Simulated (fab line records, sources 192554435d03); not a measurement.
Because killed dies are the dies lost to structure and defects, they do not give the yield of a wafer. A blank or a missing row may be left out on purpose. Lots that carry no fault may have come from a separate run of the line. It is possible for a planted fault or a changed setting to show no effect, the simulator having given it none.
Which tool did it? | flow n5Finfet | 8 lots with 24 wafers sampled at 7 steps, on a route of 1938 steps

WHAT EACH GAUGE READ, for each wafer
N5_BEOL_M4_RC_MEAS_101. Usual: DIBL_N 36.2 mV/V, standard deviation 1.6; DIBL_P 36.1 mV/V, standard deviation 2; IOFF_N 0.16 nA/um, standard deviation 0.032; IOFF_P 0.22 nA/um, standard deviation 0.036; ION_N 672 uA/um, standard deviation 11; ION_P 463 uA/um, standard deviation 7.5; SS_N 71.4 mV/dec, standard deviation 0.58; SS_P 73.2 mV/dec, standard deviation 0.67; VT_N 250 mV, standard deviation 3.3; VT_P -250 mV, standard deviation 3.3.
lot  | measured     | on        | DIBL_N (mV/V)  | DIBL_P (mV/V)  | IOFF_N (nA/um) | IOFF_P (nA/um) | ION_N (uA/um) | ION_P (uA/um) | SS_N (mV/dec)  | SS_P (mV/dec)  | VT_N (mV)   | VT_P (mV)      | flag
L149 | day 8 07:29  | prober-01 | 35.8 33.8 35.6 | 35.9 32.6 34.7 | 0.15 0.11 0.15 | 0.24 0.19 0.22 | 678 659 672   | 477 464 470   | 71.1 70.3 71.3 | 73.3 72.6 72.8 | 249 253 248 | -246 -251 -247 | 
L165 | day 12 09:08 | prober-02 | 34.6 35.1 36.8 | 34.6 35.6 38.2 | 0.12 0.13 0.15 | 0.18 0.19 0.23 | 661 667 679   | 458 461 470   | 71.6 71.1 72.1 | 72.5 72.6 73.9 | 254 254 251 | -253 -250 -250 | 
L162 | day 12 14:43 | prober-01 | 34.1 35.1 34.9 | 34.8 36.3 35.6 | 0.13 0.14 0.13 | 0.16 0.18 0.17 | 669 668 656   | 455 459 444   | 71.1 70.8 70.9 | 72.4 72.5 73.1 | 252 252 254 | -256 -256 -255 | 
L166 | day 12 22:08 | prober-02 | 34.9 32.7 37.0 | 35.6 32.1 37.2 | 0.14 0.12 0.19 | 0.23 0.18 0.27 | 668 677 681   | 463 467 472   | 71.3 70.6 71.7 | 73.1 72.5 73.3 | 253 251 245 | -246 -248 -244 | 
L169 | day 13 06:59 | prober-02 | 33.0 38.4 35.4 | 30.8 38.8 34.2 | 0.11 0.20 0.13 | 0.15 0.27 0.19 | 649 676 670   | 449 463 463   | 71.1 71.9 71.2 | 72.6 74.0 72.6 | 257 248 251 | -254 -244 -249 | 
L168 | day 13 17:14 | prober-02 | 40.5 37.6 38.3 | 38.1 34.2 34.9 | 0.21 0.15 0.16 | 0.27 0.20 0.20 | 666 660 653   | 462 462 457   | 71.8 71.4 71.7 | 73.7 72.6 72.8 | 246 250 251 | -247 -250 -250 | 
L167 | day 14 05:20 | prober-02 | 35.7 35.1 36.1 | 34.4 34.1 35.5 | 0.15 0.15 0.16 | 0.18 0.17 0.19 | 675 665 679   | 458 449 455   | 71.3 71.9 71.9 | 73.4 73.3 73.0 | 250 252 249 | -255 -251 -251 | 
L171 | day 15 03:51 | prober-02 | 38.7 36.5 34.7 | 39.5 37.2 35.7 | 0.20 0.16 0.13 | 0.25 0.22 0.20 | 694 679 661   | 469 470 465   | 72.4 72.2 71.4 | 73.6 73.4 72.2 | 244 250 252 | -246 -247 -252 | 

N5_BEOL_M12_CD_MEAS_10: target cd 140 nm. Usual: cdNm 140.5 nm, standard deviation 1.5.
lot  | measured     | on       | cdNm (nm)         | flag
L149 | day 11 07:24 | cdSem-01 | 99.4 137.3 140.1  | OFF
L165 | day 15 02:08 | cdSem-01 | 140.7 140.8 140.8 | 
L162 | day 15 12:37 | cdSem-03 | 139.4 140.4 139.8 | 
L166 | day 15 17:55 | cdSem-02 | 142.8 140.5 141.0 | 
L169 | day 15 19:52 | cdSem-02 | 140.1 138.2 137.2 | 
L168 | day 16 08:11 | cdSem-02 | 140.6 141.3 138.8 | 
L167 | day 17 00:19 | cdSem-02 | 142.9 142.3 142.2 | 
L171 | day 17 20:47 | cdSem-01 | 140.0 137.9 134.5 | 

N5_BEOL_M12_INSPECT_12: inspects for defects (macro). Usual: rawDefectCount 2.0, standard deviation 1.4.
lot  | measured     | on               | rawDefectCount | flag
L149 | day 11 07:28 | defectInspect-02 | 2 2 4          | 
L165 | day 15 02:11 | defectInspect-02 | 2 3 1          | 
L162 | day 15 12:40 | defectInspect-01 | 6 1 3          | 
L166 | day 15 17:58 | defectInspect-02 | 2 1 1          | 
L169 | day 15 19:55 | defectInspect-02 | 1 1 1          | 
L168 | day 16 08:15 | defectInspect-02 | 0 0 4          | 
L167 | day 17 00:22 | defectInspect-02 | 0 2 2          | 
L171 | day 17 20:50 | defectInspect-02 | 1 4 2          | 

N5_BEOL_M12_CD_MEAS_17: target cd 140 nm. Usual: cdNm 140.7 nm, standard deviation 1.8.
lot  | measured     | on       | cdNm (nm)         | flag
L149 | day 11 07:59 | cdSem-01 | 99.6 139.1 140.3  | OFF
L165 | day 15 02:43 | cdSem-01 | 140.5 140.6 140.8 | 
L162 | day 15 13:11 | cdSem-02 | 140.5 142.3 141.6 | 
L166 | day 15 18:31 | cdSem-01 | 141.6 140.0 142.5 | 
L169 | day 15 20:29 | cdSem-02 | 140.0 138.2 137.1 | 
L168 | day 16 08:47 | cdSem-02 | 140.4 140.4 140.9 | 
L167 | day 17 00:53 | cdSem-01 | 142.7 141.5 141.2 | 
L171 | day 17 21:22 | cdSem-01 | 139.4 138.0 134.5 | 

EACH LOT AND THE TOOL THAT RAN IT (in order: tool; ch and the chambers of the sampled wafers; start)
lot  | N5_BEOL_M12_EXPOSE_07            | N5_BEOL_M12_VIA_ETCH_16           | N5_BEOL_M12_STRIP_64
L149 | krfScanner-01 ch 0, day 11 07:14 | rieDiel-06 ch 2,3, day 11 07:35   | plasmaAsher-02 ch 0,1, day 11 07:50
L165 | krfScanner-02 ch 0, day 15 01:58 | rieDiel-01 ch 1,2, day 15 02:19   | plasmaAsher-01 ch 0,1, day 15 02:34
L162 | krfScanner-02 ch 0, day 15 12:26 | rieDiel-02 ch 0,3, day 15 12:47   | plasmaAsher-02 ch 1, day 15 13:02
L166 | krfScanner-01 ch 0, day 15 17:44 | rieDiel-02 ch 1,2,3, day 15 18:07 | plasmaAsher-02 ch 0,1, day 15 18:22
L169 | krfScanner-01 ch 0, day 15 19:42 | rieDiel-01 ch 0,1,2, day 15 20:02 | plasmaAsher-01 ch 0,1, day 15 20:18
L168 | krfScanner-01 ch 0, day 16 08:02 | rieDiel-01 ch 0,1,3, day 16 08:22 | plasmaAsher-02 ch 0,1, day 16 08:38
L167 | krfScanner-01 ch 0, day 17 00:08 | rieDiel-01 ch 0,1,2, day 17 00:29 | plasmaAsher-01 ch 0,1, day 17 00:44
L171 | krfScanner-02 ch 0, day 17 20:37 | rieDiel-01 ch 0,2,3, day 17 20:57 | plasmaAsher-01 ch 0,1, day 17 21:13
- N5_BEOL_M12_EXPOSE_07: exposes mask V11.
- N5_BEOL_M12_VIA_ETCH_16: etches SiOC in C4F8/O2/Ar, target depth 724.8 nm.
- N5_BEOL_M12_STRIP_64: strips in N2/H2.

AS READ BY THE TOOLS THEMSELVES (means over the sampled wafers that have a number; for cases with no such wafer, the mark the record gives instead)
N5_BEOL_M12_VIA_ETCH_16. Usual: chamberPressureMTorr 29.999 mTorr, standard deviation 0.03; drypumpMotorCurrentA 5.7 A, standard deviation 0.5; heInnerTorr 15.00 Torr, standard deviation 0.031; oesProductAu 0.75 a.u., standard deviation 0.069; rfFwdPowerW 2993 W, standard deviation 9.9; rfVppV 666 V, standard deviation 4; showerheadPlenumPTorr 3.44 Torr, standard deviation 0.14; throttleValvePct 24.10 %, standard deviation 0.23.
lot  | tool       | chamberPressureMTorr (mTorr) | drypumpMotorCurrentA (A) | heInnerTorr (Torr) | oesProductAu (a.u.) | rfFwdPowerW (W) | rfVppV (V) | showerheadPlenumPTorr (Torr) | throttleValvePct (%) | flag
L149 | rieDiel-06 | 30.003                       | 5.4                      | 15.01              | 0.76                | 2996            | 666        | 3.40                         | 24.19                | 
L165 | rieDiel-01 | 29.960                       | 6.2                      | 15.01              | 0.77                | 2994            | 662        | 3.32                         | 24.12                | 
L162 | rieDiel-02 | 29.994                       | 6.2                      | 15.00              | 0.78                | 2995            | 668        | 3.48                         | 23.80                | 
L166 | rieDiel-02 | 30.020                       | 5.8                      | 15.00              | 0.80                | 2986            | 672        | 3.61                         | 23.97                | 
L169 | rieDiel-01 | 29.956                       | 5.9                      | 15.01              | 0.73                | 2993            | 664        | 3.35                         | 24.14                | 
L168 | rieDiel-01 | 29.986                       | 6.3                      | 15.00              | 0.72                | 2986            | 663        | 3.36                         | 24.35                | 
L167 | rieDiel-01 | 29.985                       | 5.9                      | 15.02              | 0.71                | 2991            | 664        | 3.35                         | 24.15                | 
L171 | rieDiel-01 | 30.041                       | 5.7                      | 14.98              | 0.71                | 2996            | 664        | 3.36                         | 24.18                | 

N5_BEOL_M12_STRIP_64. Usual: drypumpMotorCurrentA 5.9 A, standard deviation 0.56; heaterPowerW 347 W, standard deviation 37; oesProductAu 0.715 a.u., standard deviation 0.005; stripTimeToEndpointS 31.35 s, standard deviation 0.07; tempC 249.98 C, standard deviation 0.17.
lot  | tool           | drypumpMotorCurrentA (A) | heaterPowerW (W) | oesProductAu (a.u.) | stripTimeToEndpointS (s) | tempC (C) | flag
L149 | plasmaAsher-02 | 6.1                      | 371              | 0.715               | 31.42                    | 250.10    | 
L165 | plasmaAsher-01 | 5.6                      | 323              | 0.714               | 31.42                    | 249.79    | 
L162 | plasmaAsher-02 | 6.6                      | 324              | 0.714               | 31.32                    | 249.87    | 
L166 | plasmaAsher-02 | 6.3                      | 345              | 0.717               | 31.31                    | 249.84    | 
L169 | plasmaAsher-01 | 5.3                      | 351              | 0.712               | 31.34                    | 249.98    | 
L168 | plasmaAsher-02 | 6.1                      | 367              | 0.711               | 31.43                    | 250.10    | 
L167 | plasmaAsher-01 | 5.6                      | 320              | 0.713               | 31.43                    | 249.91    | 
L171 | plasmaAsher-01 | 5.3                      | 356              | 0.711               | 31.34                    | 249.97    | 

THE ANSWER, worked out from the rows above alone
Rule: lot off if the mean of its wafers having a number is beyond 3 standard deviations from the usual mean. A lot without any number at a reading at which 4 lots or more have one is off too. Any other lot the step has rows for is counted as sound. Order of review: gauges by route order, followed by the tools' own readings, for which a lot's mean as printed above is used. At the first step where some lot is off, the reading lying furthest off is the one used; lots without a number count as furthest.
Off: L149, at N5_BEOL_M12_CD_MEAS_10 (cdNm).
If a tool, at a process step before that reading, ran all the lots that are off and no sound lot after the first of them, it fits. Gauges at N5_BEOL_M12_CD_MEAS_10: tried the same way as those tools. None of those tried fits.

WHAT HAD BEEN PUT IN BY THE SIMULATOR
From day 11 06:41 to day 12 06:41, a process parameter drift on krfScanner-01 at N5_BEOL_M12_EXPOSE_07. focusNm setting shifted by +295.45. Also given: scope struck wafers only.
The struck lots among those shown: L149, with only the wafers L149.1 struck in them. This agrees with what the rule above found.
